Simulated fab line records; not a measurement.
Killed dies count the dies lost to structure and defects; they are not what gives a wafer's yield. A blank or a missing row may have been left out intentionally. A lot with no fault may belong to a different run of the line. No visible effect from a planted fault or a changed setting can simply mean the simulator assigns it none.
A lot that was struck, set against a sound lot :: flow nand_harc :: 14 steps out of a route of 1302
Sound: wafers L221.2, L221.3, L221.5. Struck: wafer L227.6. (L227.1, L227.5 of the same lot were not struck and are left out.) The cause comes at the end.
For every step that has rows: the tool of each side, followed by ch and its chambers, followed by its first start. Under that, the readings that differ: sound wafers :: struck wafers :: difference of the means :: sigmas: that difference in standard deviations of wafers without a fault.
alike: readings with means less than 2 such deviations apart, plus words and numbers identical on both sides. not compared: withheld readings, readings lacking a value on some wafer, bounds such as >300 that could conceal the same value, and numbers that have no deviation in the record and whose values overlap.
The two part at a step that has a row with sigmas, a row that says differs or no value, or rows on one side only. Numbers that have no deviation but don't overlap get no sigmas and don't part them. A reading that every wafer of one side lacks parts them only if that side has two wafers or more.

first, 8 steps without rows for these wafers: NHARC_THIN_TSV_DEHYDRATE_25 (time 120 s); NHARC_THIN_TSV_HMDS_26 (time 30 s); NHARC_THIN_TSV_COAT_27; NHARC_THIN_TSV_SOFTBAKE_28 (time 95 s); NHARC_THIN_TSV_EBR_29; NHARC_THIN_TSV_EXPOSE_30 (exposes mask PAD); NHARC_THIN_TSV_PEB_31 (peb time 85 s); NHARC_THIN_TSV_DEVELOP_32 (time 70 s).
NHARC_THIN_TSV_CD_MEAS_33: target cd 5000 nm.
  sound on cd_sem-03 ch 0, day 25 07:09; struck on cd_sem-03 ch 0, day 29 09:23
  alike: cd_nm
then, 1 step without rows for these wafers: NHARC_THIN_TSV_HARDBAKE_34 (time 80 s).
NHARC_THIN_TSV_DESCUM_35: chemistry O2, time 3 s.
  sound on rie_diel-12 ch 0,3, day 25 07:19; struck on rie_diel-12 ch 1, day 29 09:33
reading: oes_product_au (a.u.)
sound: 1.003 1.018 1.010
struck: 0.989
difference: -0.021
sigmas: -2
  alike: drypump_motor_current_A, mfc_ar_sccm, rf_vpp_V, showerhead_plenum_p_Torr, throttle_valve_pct
  not compared: rf_hours_counter_h
NHARC_THIN_TSV_ETCH_59: etches the open film in Cl2/BCl3, target depth 880 nm, time 138.1 s.
  sound on rie_metal-03 ch 0,1, day 25 07:26; struck on rie_metal-02 ch 1, day 29 09:40
  alike: drypump_motor_current_A, oes_product_au, throttle_valve_pct
  not compared: rf_hours_counter_h
NHARC_THIN_TSV_ETCH_36: etches the open film in Cl2/BCl3, target depth 65 nm, time 18.571 s.
  sound on rie_metal-03 ch 0, day 25 07:42; struck on rie_metal-02 ch 1, day 29 09:55
reading: oes_product_au (a.u.)
sound: 0.993 1.004 1.006
struck: 0.843
difference: -0.158
sigmas: -14
  alike: drypump_motor_current_A
  not compared: rf_hours_counter_h
NHARC_THIN_TSV_STRIP_56: strips in O2.
  sound on plasma_asher-02 ch 0,1, day 25 07:50; struck on plasma_asher-02 ch 1, day 29 10:04
  alike: drypump_motor_current_A, heater_power_w
  not compared: rf_hours_counter_h

== WHERE THEY PART ==
Last at NHARC_THIN_TSV_ETCH_36 as far as this record goes, first at NHARC_THIN_TSV_DESCUM_35. Later steps at which nothing parts them and some readings are alike: NHARC_THIN_TSV_STRIP_56.

WHY: whatever the simulator had introduced
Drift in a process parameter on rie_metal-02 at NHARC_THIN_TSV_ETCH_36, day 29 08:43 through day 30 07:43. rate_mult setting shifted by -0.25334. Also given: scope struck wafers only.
